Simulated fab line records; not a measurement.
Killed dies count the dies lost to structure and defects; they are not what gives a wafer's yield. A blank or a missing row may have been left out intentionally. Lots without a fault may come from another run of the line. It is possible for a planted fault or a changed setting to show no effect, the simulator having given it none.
Which tool was responsible? || flow n5Finfet || Sampling: 13 lots, 39 wafers, 2 of 1938 route steps

## WHAT THE GAUGES READ, wafer by wafer
N5_MOL_CONTACT_COAG_CD_MEAS_101: the cd target is 16 nm.
{"lot": "L186", "measured": "day 6 15:43", "on": "cdSem-01", "cdNm (nm)": "15.9 16.3 16.7"}
{"lot": "L187", "measured": "day 6 20:56", "on": "cdSem-01", "cdNm (nm)": "16.1 15.7 15.7"}
{"lot": "L188", "measured": "day 7 04:16", "on": "cdSem-02", "cdNm (nm)": "15.7 16.0 15.9"}
{"lot": "L190", "measured": "day 7 16:52", "on": "cdSem-01", "cdNm (nm)": "16.5 16.1 15.9"}
{"lot": "L191", "measured": "day 8 02:25", "on": "cdSem-02", "cdNm (nm)": "16.3 16.0 15.9"}
{"lot": "L192", "measured": "day 8 02:48", "on": "cdSem-02", "cdNm (nm)": "16.0 16.1 15.7"}
{"lot": "L193", "measured": "day 8 10:45", "on": "cdSem-01", "cdNm (nm)": "16.3 15.2 15.7"}
{"lot": "L194", "measured": "day 9 02:52", "on": "cdSem-02", "cdNm (nm)": "16.0 16.8 15.9"}
{"lot": "L195", "measured": "day 9 02:56", "on": "cdSem-03", "cdNm (nm)": "15.6 16.1 15.8"}
{"lot": "L199", "measured": "day 10 01:30", "on": "cdSem-01", "cdNm (nm)": "15.8 15.3 16.1"}
{"lot": "L200", "measured": "day 10 09:55", "on": "cdSem-01", "cdNm (nm)": "15.4 16.4 15.7"}
{"lot": "L201", "measured": "day 10 15:11", "on": "cdSem-01", "cdNm (nm)": "15.7 16.0 15.7"}
{"lot": "L203", "measured": "day 11 00:17", "on": "cdSem-03", "cdNm (nm)": "15.9 15.8 16.4"}

N5_MOL_CONTACT_COAG_INSPECT_97: inspects for defects (darkfield).
{"lot": "L186", "measured": "day 6 21:54", "on": "defectInspect-02", "rawDefectCount": "68 42 48"}
{"lot": "L187", "measured": "day 7 00:55", "on": "defectInspect-02", "rawDefectCount": "41 50 75"}
{"lot": "L188", "measured": "day 7 08:04", "on": "defectInspect-02", "rawDefectCount": "98 37 70"}
{"lot": "L190", "measured": "day 7 20:42", "on": "defectInspect-01", "rawDefectCount": "36 57 45"}
{"lot": "L191", "measured": "day 8 06:13", "on": "defectInspect-01", "rawDefectCount": "22 36 44"}
{"lot": "L192", "measured": "day 8 09:12", "on": "defectInspect-02", "rawDefectCount": "46 61 58"}
{"lot": "L193", "measured": "day 8 14:34", "on": "defectInspect-01", "rawDefectCount": "55 47 21"}
{"lot": "L194", "measured": "day 9 06:41", "on": "defectInspect-02", "rawDefectCount": "48 16 39"}
{"lot": "L195", "measured": "day 9 09:41", "on": "defectInspect-02", "rawDefectCount": "20 27 30"}
{"lot": "L199", "measured": "day 10 05:19", "on": "defectInspect-02", "rawDefectCount": "50 84 81"}
{"lot": "L200", "measured": "day 10 13:45", "on": "defectInspect-02", "rawDefectCount": "104 52 79"}
{"lot": "L201", "measured": "day 10 18:59", "on": "defectInspect-02", "rawDefectCount": "33 29 25"}
{"lot": "L203", "measured": "day 11 04:05", "on": "defectInspect-02", "rawDefectCount": "50 49 59"}

## EACH LOT AND THE TOOL THAT RAN IT (in order: tool; ch and the chambers of the sampled wafers; start)
There is no process step in the record ahead of these readings.

## WHAT THE TOOLS THEMSELVES READ (means of the sampled wafers that have a number; where no wafer has one, the mark that the record gives instead)
The record holds no such reading with a usual standard deviation.

## THE ANSWER, worked out from the rows above alone
Rule: the usual values come from the lots themselves. Put in order of their means at a reading, lots are off if they are a third of the lots or fewer, leave a main group of 4 or more, and stand apart from it by a gap of 3 or more times the standard deviation of the main group's means; of several such gaps the widest counts. A main group whose means are all the same, to the digits that the tables above print for the reading, isn't used. A lot without any number at a reading at which 4 lots or more have one is off too. The other lots that the step has rows for count as sound. First the gauges in route order, then the tools' own readings, where a lot's mean is used as printed above. At the first step where some lot is off, the reading lying furthest off is the one used; lots without a number count as furthest.
Nothing can be told from this: no lot is off at any reading shown.

## WHAT THE SIMULATOR HAD INSERTED
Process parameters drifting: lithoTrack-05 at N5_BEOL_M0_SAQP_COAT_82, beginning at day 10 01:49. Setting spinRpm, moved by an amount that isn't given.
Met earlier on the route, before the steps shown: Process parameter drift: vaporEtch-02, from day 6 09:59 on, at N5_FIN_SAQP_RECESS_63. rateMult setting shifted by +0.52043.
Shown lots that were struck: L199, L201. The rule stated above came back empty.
